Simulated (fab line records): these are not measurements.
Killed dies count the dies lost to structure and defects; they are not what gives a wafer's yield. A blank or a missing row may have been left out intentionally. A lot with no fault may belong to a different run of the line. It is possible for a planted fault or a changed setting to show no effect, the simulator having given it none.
Which tool did it? :: flow n5_finfet :: 21 wafers from 7 lots sampled at 9 of the route's 1938 steps

== WHAT THE GAUGES READ, wafer by wafer ==
N5_BEOL_M4_CD_MEAS_18: pitch 36 nm, target cd 18 nm. Usual: cd_nm 17.9 nm, standard deviation 0.32.
lot: L438
measured: day 9 06:29
on: cd_sem-02
cd_nm (nm): 18.4 18.4 18.4
flag: 

lot: L440
measured: day 10 13:55
on: cd_sem-02
cd_nm (nm): 17.8 18.1 17.5
flag: 

lot: L446
measured: day 11 11:13
on: cd_sem-03
cd_nm (nm): 18.2 17.9 18.2
flag: 

lot: L444
measured: day 12 00:14
on: cd_sem-02
cd_nm (nm): 18.4 17.8 17.6
flag: 

lot: L445
measured: day 12 11:55
on: cd_sem-03
cd_nm (nm): 17.8 - 17.8
flag: 

lot: L457
measured: day 14 10:00
on: cd_sem-02
cd_nm (nm): 17.9 18.0 18.0
flag: 

lot: L460
measured: day 14 16:01
on: cd_sem-02
cd_nm (nm): 17.9 17.9 17.9
flag: 

N5_BEOL_M4_OVL_MEAS_29. Usual: V3_OVL -0.3 nm, standard deviation 0.66.
lot: L438
measured: day 9 06:58
on: overlay-02
V3_OVL (nm): -0.1 -0.1 -0.2
flag: 

lot: L440
measured: day 10 18:52
on: overlay-01
V3_OVL (nm): -1.5 -1.6 -0.4
flag: 

lot: L446
measured: day 11 11:35
on: overlay-01
V3_OVL (nm): -0.2 0.8 -0.8
flag: 

lot: L444
measured: day 12 00:43
on: overlay-01
V3_OVL (nm): -0.8 -1.6 0.2
flag: 

lot: L445
measured: day 12 12:24
on: overlay-01
V3_OVL (nm): -0.3 -0.7 -1.7
flag: 

lot: L457
measured: day 14 10:21
on: overlay-02
V3_OVL (nm): 0.5 -0.2 0.1
flag: 

lot: L460
measured: day 14 16:22
on: overlay-02
V3_OVL (nm): 0.3 -1.2 -0.5
flag: 

N5_BEOL_M4_OCD_MEAS_38. Usual: trench_depth_nm 55.5 nm, standard deviation 1.
lot: L438
measured: day 9 12:02
on: ocd-02
trench_depth_nm (nm): 56.7 55.9 55.2
flag: 

lot: L440
measured: day 10 23:30
on: ocd-02
trench_depth_nm (nm): 55.6 55.4 56.2
flag: 

lot: L446
measured: day 11 14:07
on: ocd-02
trench_depth_nm (nm): 56.4 55.2 54.7
flag: 

lot: L444
measured: day 12 07:27
on: ocd-01
trench_depth_nm (nm): 56.7 55.4 55.4
flag: 

lot: L445
measured: day 12 19:30
on: ocd-01
trench_depth_nm (nm): 55.4 0.5 54.9
flag: OFF

lot: L457
measured: day 15 07:19
on: ocd-02
trench_depth_nm (nm): 55.6 55.6 55.5
flag: 

lot: L460
measured: day 15 22:52
on: ocd-02
trench_depth_nm (nm): 54.0 55.9 56.6
flag: 

N5_BEOL_M4_CD_MEAS_35: target cd 18 nm, target cd y 22.4 nm. Usual: cd_nm 18.0 nm, standard deviation 0.32.
lot: L438
measured: day 9 12:11
on: cd_sem-02
cd_nm (nm): 18.3 18.8 18.6
flag: 

lot: L440
measured: day 10 23:39
on: cd_sem-01
cd_nm (nm): 17.8 17.9 17.6
flag: 

lot: L446
measured: day 11 14:17
on: cd_sem-03
cd_nm (nm): 18.0 18.5 18.3
flag: 

lot: L444
measured: day 12 07:36
on: cd_sem-01
cd_nm (nm): 18.6 18.2 17.9
flag: 

lot: L445
measured: day 12 19:39
on: cd_sem-03
cd_nm (nm): 17.8 - 17.9
flag: 

lot: L457
measured: day 15 07:28
on: cd_sem-03
cd_nm (nm): 17.2 17.8 17.8
flag: 

lot: L460
measured: day 15 23:02
on: cd_sem-03
cd_nm (nm): 17.9 17.9 17.9
flag: 

N5_BEOL_M4_RC_MEAS_101. Usual: DIBL_N 36.6 mV/V, standard deviation 1.1; DIBL_P 36.7 mV/V, standard deviation 1.5; IOFF_N 0.155 nA/um, standard deviation 0.019; IOFF_P 0.208 nA/um, standard deviation 0.025; ION_N 673 uA/um, standard deviation 8.5; ION_P 462 uA/um, standard deviation 5.9; SS_N 71.6 mV/dec, standard deviation 0.58; SS_P 73.5 mV/dec, standard deviation 0.51; VT_N 250.7 mV, standard deviation 2.4; VT_P -251 mV, standard deviation 3.
lot: L438
measured: day 9 16:01
on: prober-01
DIBL_N (mV/V): 37.5 35.9 38.6
DIBL_P (mV/V): 39.1 37.5 39.9
IOFF_N (nA/um): 0.192 0.160 0.207
IOFF_P (nA/um): 0.226 0.197 0.241
ION_N (uA/um): 680 668 680
ION_P (uA/um): 463 456 462
SS_N (mV/dec): 71.9 72.6 72.0
SS_P (mV/dec): 73.8 73.5 74.5
VT_N (mV): 248.0 251.8 244.1
VT_P (mV): -252 -254 -252
flag: 

lot: L440
measured: day 11 04:32
on: prober-02
DIBL_N (mV/V): 35.4 36.8 36.9
DIBL_P (mV/V): 35.1 36.9 37.4
IOFF_N (nA/um): 0.154 0.183 0.185
IOFF_P (nA/um): 0.207 0.242 0.248
ION_N (uA/um): 667 678 683
ION_P (uA/um): 461 467 468
SS_N (mV/dec): 71.7 72.5 72.2
SS_P (mV/dec): 73.3 73.5 73.1
VT_N (mV): 249.7 247.9 245.7
VT_P (mV): -248 -247 -248
flag: 

lot: L446
measured: day 11 18:16
on: prober-01
DIBL_N (mV/V): 36.0 36.3 35.6
DIBL_P (mV/V): 37.5 38.4 37.4
IOFF_N (nA/um): 0.148 0.157 0.148
IOFF_P (nA/um): 0.199 0.213 0.197
ION_N (uA/um): 669 664 672
ION_P (uA/um): 454 455 457
SS_N (mV/dec): 71.9 72.2 71.7
SS_P (mV/dec): 73.9 74.1 73.5
VT_N (mV): 252.7 249.3 252.7
VT_P (mV): -250 -252 -253
flag: 

lot: L444
measured: day 12 12:07
on: prober-01
DIBL_N (mV/V): 38.0 36.2 38.2
DIBL_P (mV/V): 37.6 37.0 38.8
IOFF_N (nA/um): 0.171 0.148 0.170
IOFF_P (nA/um): 0.246 0.239 0.265
ION_N (uA/um): 662 671 665
ION_P (uA/um): 462 469 467
SS_N (mV/dec): 71.5 71.7 71.8
SS_P (mV/dec): 73.6 73.6 73.6
VT_N (mV): 251.7 249.9 247.1
VT_P (mV): -245 -246 -246
flag: 

lot: L445
measured: day 13 01:56
on: prober-02
DIBL_N (mV/V): 37.0 37.6
DIBL_P (mV/V): 35.6 36.7
IOFF_N (nA/um): 0.130 0.149
IOFF_P (nA/um): 0.205 0.218
ION_N (uA/um): 664 666
ION_P (uA/um): 461 463
SS_N (mV/dec): 71.1 70.4
SS_P (mV/dec): 73.8 73.6
VT_N (mV): 253.9 248.0
VT_P (mV): -251 -250
flag: 

lot: L457
measured: day 15 11:37
on: prober-01
DIBL_N (mV/V): 36.1 37.0 35.9
DIBL_P (mV/V): 37.2 37.9 37.1
IOFF_N (nA/um): 0.149 0.164 0.144
IOFF_P (nA/um): 0.219 0.234 0.219
ION_N (uA/um): 661 681 662
ION_P (uA/um): 463 468 458
SS_N (mV/dec): 71.4 71.4 71.4
SS_P (mV/dec): 73.3 73.8 73.0
VT_N (mV): 254.1 250.1 251.0
VT_P (mV): -247 -246 -247
flag: 

lot: L460
measured: day 16 06:34
on: prober-02
DIBL_N (mV/V): 36.8 37.9 34.4
DIBL_P (mV/V): 36.1 37.3 32.9
IOFF_N (nA/um): 0.155 0.179 0.123
IOFF_P (nA/um): 0.218 0.236 0.166
ION_N (uA/um): 681 696 668
ION_P (uA/um): 469 468 455
SS_N (mV/dec): 72.4 71.5 71.7
SS_P (mV/dec): 73.6 74.0 72.3
VT_N (mV): 247.5 247.6 252.1
VT_P (mV): -249 -251 -254
flag: 

== EACH LOT AND THE TOOL THAT RAN IT (in order: tool; ch and the chambers of the sampled wafers; start) ==
lot: L438
N5_BEOL_M4_ETCH_63: rie_diel-04 ch 1,2,3, day 9 06:07
N5_BEOL_M4_ETCH_64: rie_diel-04 ch 1,2,3, day 9 06:08
N5_BEOL_M4_STRIP_66: rie_diel-04 ch 1,2,3, day 9 06:16
N5_BEOL_M4_ETCHBACK_99: rie_diel-01 ch 1,2,3, day 9 11:38

lot: L440
N5_BEOL_M4_ETCH_63: rie_diel-04 ch 0,3, day 10 13:32
N5_BEOL_M4_ETCH_64: rie_diel-04 ch 0,3, day 10 13:34
N5_BEOL_M4_STRIP_66: rie_diel-04 ch 0,3, day 10 13:41
N5_BEOL_M4_ETCHBACK_99: rie_diel-04 ch 0,2,3, day 10 23:05

lot: L446
N5_BEOL_M4_ETCH_63: rie_diel-04 ch 0,1, day 11 10:50
N5_BEOL_M4_ETCH_64: rie_diel-04 ch 0,1, day 11 10:52
N5_BEOL_M4_STRIP_66: rie_diel-04 ch 0,1, day 11 11:00
N5_BEOL_M4_ETCHBACK_99: rie_diel-01 ch 1,2, day 11 13:43

lot: L444
N5_BEOL_M4_ETCH_63: rie_diel-04 ch 1,2, day 11 23:50
N5_BEOL_M4_ETCH_64: rie_diel-04 ch 1,2, day 11 23:52
N5_BEOL_M4_STRIP_66: rie_diel-04 ch 1,2, day 12 00:00
N5_BEOL_M4_ETCHBACK_99: rie_diel-01 ch 1,2,3, day 12 07:03

lot: L445
N5_BEOL_M4_ETCH_63: rie_diel-04 ch 1,3, day 12 11:32
N5_BEOL_M4_ETCH_64: rie_diel-04 ch 1,3, day 12 11:34
N5_BEOL_M4_STRIP_66: rie_diel-04 ch 1,3, day 12 11:41
N5_BEOL_M4_ETCHBACK_99: rie_diel-04 ch 1,3, day 12 18:55

lot: L457
N5_BEOL_M4_ETCH_63: rie_diel-03 ch 1,2, day 14 09:37
N5_BEOL_M4_ETCH_64: rie_diel-03 ch 1,2, day 14 09:38
N5_BEOL_M4_STRIP_66: rie_diel-03 ch 1,2, day 14 09:47
N5_BEOL_M4_ETCHBACK_99: rie_diel-04 ch 1,2, day 15 06:55

lot: L460
N5_BEOL_M4_ETCH_63: rie_diel-03 ch 0,2, day 14 15:38
N5_BEOL_M4_ETCH_64: rie_diel-03 ch 0,2, day 14 15:40
N5_BEOL_M4_STRIP_66: rie_diel-03 ch 0,2, day 14 15:47
N5_BEOL_M4_ETCHBACK_99: rie_diel-03 ch 1,2,3, day 15 22:27
- N5_BEOL_M4_ETCH_63: etches SiARC in CF4, target depth 15.6 nm, time 26 s.
- N5_BEOL_M4_ETCH_64: etches SOC in N2/H2, target depth 75 nm, overetch 22.5 nm, time 121.9 s.
- N5_BEOL_M4_STRIP_66: strips in CF4.
- N5_BEOL_M4_ETCHBACK_99: etches SiO2 in CHF3, target depth 5 nm, time 10.4 s.

== AS READ BY THE TOOLS THEMSELVES (means over the sampled wafers that have a number; for cases with no such wafer, the mark the record gives instead) ==
N5_BEOL_M4_ETCH_63. Usual: for cf4_flow_sccm, 99.97 sccm with a standard deviation of 0.29; for drypump_motor_current_A, 5.8 A with a standard deviation of 0.47; for etch_rf_on_time_s, 26.0 s with a standard deviation of 0.48; for oes_product_au, 0.66 a.u. with a standard deviation of 0.085; for rf_vpp_V, 184.1 V with a standard deviation of 1.1; for showerhead_plenum_p_Torr, 2.15 Torr with a standard deviation of 0.074; for throttle_valve_pct, 15.69 % with a standard deviation of 0.23.
lot: L438
tool: rie_diel-04
cf4_flow_sccm (sccm): 100.03
drypump_motor_current_A (A): 5.8
etch_rf_on_time_s (s): 26.3
oes_product_au (a.u.): 0.62
rf_vpp_V (V): 184.4
showerhead_plenum_p_Torr (Torr): 2.14
throttle_valve_pct (%): 15.81
flag: 

lot: L440
tool: rie_diel-04
cf4_flow_sccm (sccm): 99.80
drypump_motor_current_A (A): 5.9
etch_rf_on_time_s (s): 26.0
oes_product_au (a.u.): 0.60
rf_vpp_V (V): 183.9
showerhead_plenum_p_Torr (Torr): 2.15
throttle_valve_pct (%): 15.67
flag: 

lot: L446
tool: rie_diel-04
cf4_flow_sccm (sccm): 99.73
drypump_motor_current_A (A): 6.1
etch_rf_on_time_s (s): 26.0
oes_product_au (a.u.): 0.63
rf_vpp_V (V): 184.4
showerhead_plenum_p_Torr (Torr): 2.11
throttle_valve_pct (%): 15.94
flag: 

lot: L444
tool: rie_diel-04
cf4_flow_sccm (sccm): 99.78
drypump_motor_current_A (A): 5.6
etch_rf_on_time_s (s): 26.7
oes_product_au (a.u.): 0.60
rf_vpp_V (V): 183.1
showerhead_plenum_p_Torr (Torr): 2.07
throttle_valve_pct (%): 15.97
flag: 

lot: L445
tool: rie_diel-04
cf4_flow_sccm (sccm): 99.85
drypump_motor_current_A (A): 6.1
etch_rf_on_time_s (s): 25.7
oes_product_au (a.u.): 0.64
rf_vpp_V (V): 184.5
showerhead_plenum_p_Torr (Torr): 2.17
throttle_valve_pct (%): 15.84
flag: 

lot: L457
tool: rie_diel-03
cf4_flow_sccm (sccm): 99.88
drypump_motor_current_A (A): 5.4
etch_rf_on_time_s (s): 25.4
oes_product_au (a.u.): 0.73
rf_vpp_V (V): 184.4
showerhead_plenum_p_Torr (Torr): 2.22
throttle_valve_pct (%): 15.60
flag: 

lot: L460
tool: rie_diel-03
cf4_flow_sccm (sccm): 100.04
drypump_motor_current_A (A): 6.1
etch_rf_on_time_s (s): 25.4
oes_product_au (a.u.): 0.72
rf_vpp_V (V): 183.7
showerhead_plenum_p_Torr (Torr): 2.16
throttle_valve_pct (%): 15.40
flag: 

N5_BEOL_M4_ETCH_64. Usual: drypump_motor_current_A 5.8 A, standard deviation 0.47; oes_product_au 0.59 a.u., standard deviation 0.072; rf_vpp_V 523.9 V, standard deviation 2.6; showerhead_plenum_p_Torr 2.55 Torr, standard deviation 0.091; throttle_valve_pct 17.89 %, standard deviation 0.24.
lot: L438
tool: rie_diel-04
drypump_motor_current_A (A): 5.8
oes_product_au (a.u.): 0.56
rf_vpp_V (V): 523.3
showerhead_plenum_p_Torr (Torr): 2.53
throttle_valve_pct (%): 18.00
flag: 

lot: L440
tool: rie_diel-04
drypump_motor_current_A (A): 5.9
oes_product_au (a.u.): 0.54
rf_vpp_V (V): 524.0
showerhead_plenum_p_Torr (Torr): 2.55
throttle_valve_pct (%): 17.88
flag: 

lot: L446
tool: rie_diel-04
drypump_motor_current_A (A): 6.1
oes_product_au (a.u.): 0.56
rf_vpp_V (V): 522.8
showerhead_plenum_p_Torr (Torr): 2.50
throttle_valve_pct (%): 18.18
flag: 

lot: L444
tool: rie_diel-04
drypump_motor_current_A (A): 5.6
oes_product_au (a.u.): 0.53
rf_vpp_V (V): 520.3
showerhead_plenum_p_Torr (Torr): 2.45
throttle_valve_pct (%): 18.16
flag: 

lot: L445
tool: rie_diel-04
drypump_motor_current_A (A): 6.1
oes_product_au (a.u.): 0.62
rf_vpp_V (V): 524.0
showerhead_plenum_p_Torr (Torr): 2.56
throttle_valve_pct (%): 18.06
flag: 

lot: L457
tool: rie_diel-03
drypump_motor_current_A (A): 5.4
oes_product_au (a.u.): 0.64
rf_vpp_V (V): 526.3
showerhead_plenum_p_Torr (Torr): 2.64
throttle_valve_pct (%): 17.74
flag: 

lot: L460
tool: rie_diel-03
drypump_motor_current_A (A): 6.1
oes_product_au (a.u.): 0.63
rf_vpp_V (V): 524.1
showerhead_plenum_p_Torr (Torr): 2.56
throttle_valve_pct (%): 17.57
flag: 

N5_BEOL_M4_STRIP_66. Usual: cf4_flow_sccm 150.0 sccm, standard deviation 0.46; drypump_motor_current_A 5.8 A, standard deviation 0.47; oes_product_au 0.76 a.u., standard deviation 0.093; rf_vpp_V 271.3 V, standard deviation 1.5; showerhead_plenum_p_Torr 1.80 Torr, standard deviation 0.062; throttle_valve_pct 13.67 %, standard deviation 0.24.
lot: L438
tool: rie_diel-04
cf4_flow_sccm (sccm): 150.4
drypump_motor_current_A (A): 5.8
oes_product_au (a.u.): 0.73
rf_vpp_V (V): 270.5
showerhead_plenum_p_Torr (Torr): 1.79
throttle_valve_pct (%): 13.79
flag: 

lot: L440
tool: rie_diel-04
cf4_flow_sccm (sccm): 149.7
drypump_motor_current_A (A): 5.9
oes_product_au (a.u.): 0.70
rf_vpp_V (V): 271.9
showerhead_plenum_p_Torr (Torr): 1.80
throttle_valve_pct (%): 13.68
flag: 

lot: L446
tool: rie_diel-04
cf4_flow_sccm (sccm): 150.1
drypump_motor_current_A (A): 6.1
oes_product_au (a.u.): 0.73
rf_vpp_V (V): 270.8
showerhead_plenum_p_Torr (Torr): 1.77
throttle_valve_pct (%): 13.90
flag: 

lot: L444
tool: rie_diel-04
cf4_flow_sccm (sccm): 150.1
drypump_motor_current_A (A): 5.6
oes_product_au (a.u.): 0.70
rf_vpp_V (V): 270.7
showerhead_plenum_p_Torr (Torr): 1.73
throttle_valve_pct (%): 13.96
flag: 

lot: L445
tool: rie_diel-04
cf4_flow_sccm (sccm): 149.7
drypump_motor_current_A (A): 6.1
oes_product_au (a.u.): 0.73
rf_vpp_V (V): 272.3
showerhead_plenum_p_Torr (Torr): 1.82
throttle_valve_pct (%): 13.83
flag: 

lot: L457
tool: rie_diel-03
cf4_flow_sccm (sccm): 149.9
drypump_motor_current_A (A): 5.4
oes_product_au (a.u.): 0.83
rf_vpp_V (V): 272.3
showerhead_plenum_p_Torr (Torr): 1.87
throttle_valve_pct (%): 13.57
flag: 

lot: L460
tool: rie_diel-03
cf4_flow_sccm (sccm): 150.6
drypump_motor_current_A (A): 6.1
oes_product_au (a.u.): 0.82
rf_vpp_V (V): 271.5
showerhead_plenum_p_Torr (Torr): 1.81
throttle_valve_pct (%): 13.37
flag: 

N5_BEOL_M4_ETCHBACK_99. Usual: drypump_motor_current_A 5.8 A, standard deviation 0.55; oes_product_au 0.79 a.u., standard deviation 0.1; rf_vpp_V 240.4 V, standard deviation 2.6; showerhead_plenum_p_Torr 2.16 Torr, standard deviation 0.066; throttle_valve_pct 17.06 %, standard deviation 0.24.
lot: L438
tool: rie_diel-01
drypump_motor_current_A (A): 5.8
oes_product_au (a.u.): 0.83
rf_vpp_V (V): 240.3
showerhead_plenum_p_Torr (Torr): 2.14
throttle_valve_pct (%): 17.05
flag: 

lot: L440
tool: rie_diel-04
drypump_motor_current_A (A): 5.7
oes_product_au (a.u.): 0.68
rf_vpp_V (V): 239.9
showerhead_plenum_p_Torr (Torr): 2.10
throttle_valve_pct (%): 17.25
flag: 

lot: L446
tool: rie_diel-01
drypump_motor_current_A (A): 5.6
oes_product_au (a.u.): 0.86
rf_vpp_V (V): 237.3
showerhead_plenum_p_Torr (Torr): 2.15
throttle_valve_pct (%): 17.08
flag: 

lot: L444
tool: rie_diel-01
drypump_motor_current_A (A): 5.8
oes_product_au (a.u.): 0.81
rf_vpp_V (V): 240.1
showerhead_plenum_p_Torr (Torr): 2.13
throttle_valve_pct (%): 17.09
flag: 

lot: L445
tool: rie_diel-04
drypump_motor_current_A (A): 6.1
oes_product_au (a.u.): 0.58
rf_vpp_V (V): 240.5
showerhead_plenum_p_Torr (Torr): 2.18
throttle_valve_pct (%): 17.31
flag: 

lot: L457
tool: rie_diel-04
drypump_motor_current_A (A): 5.9
oes_product_au (a.u.): 0.81
rf_vpp_V (V): 242.2
showerhead_plenum_p_Torr (Torr): 2.20
throttle_valve_pct (%): 17.33
flag: 

lot: L460
tool: rie_diel-03
drypump_motor_current_A (A): 5.9
oes_product_au (a.u.): 0.79
rf_vpp_V (V): 240.0
showerhead_plenum_p_Torr (Torr): 2.18
throttle_valve_pct (%): 17.00
flag: 

== THE ANSWER, worked out from the rows above alone ==
Rule: a lot counts as off when the mean over its wafers that have a number is more than 3 standard deviations away from the usual mean. Also off: a lot with no number at a reading for which 4 or more lots have one. All remaining lots with rows at the step are treated as sound. After the gauges, taken in route order, come the tools' own readings; for these a lot's mean is taken, as printed above. The first step at which some lot is off is used, and at that step the reading that is off furthest; a lot without a number counts as furthest.
Off, at N5_BEOL_M4_OCD_MEAS_38 on trench_depth_nm: L445.
If a tool, at a process step before that reading, ran all the lots that are off and no sound lot after the first of them, it fits. Gauges at N5_BEOL_M4_OCD_MEAS_38: tried the same way as those tools. Can't be told from this: 2 tools fit, rie_diel-04 at N5_BEOL_M4_ETCH_63 and N5_BEOL_M4_ETCH_64 and N5_BEOL_M4_STRIP_66, ocd-01 at N5_BEOL_M4_OCD_MEAS_38.

== WHAT HAD BEEN PUT IN BY THE SIMULATOR ==
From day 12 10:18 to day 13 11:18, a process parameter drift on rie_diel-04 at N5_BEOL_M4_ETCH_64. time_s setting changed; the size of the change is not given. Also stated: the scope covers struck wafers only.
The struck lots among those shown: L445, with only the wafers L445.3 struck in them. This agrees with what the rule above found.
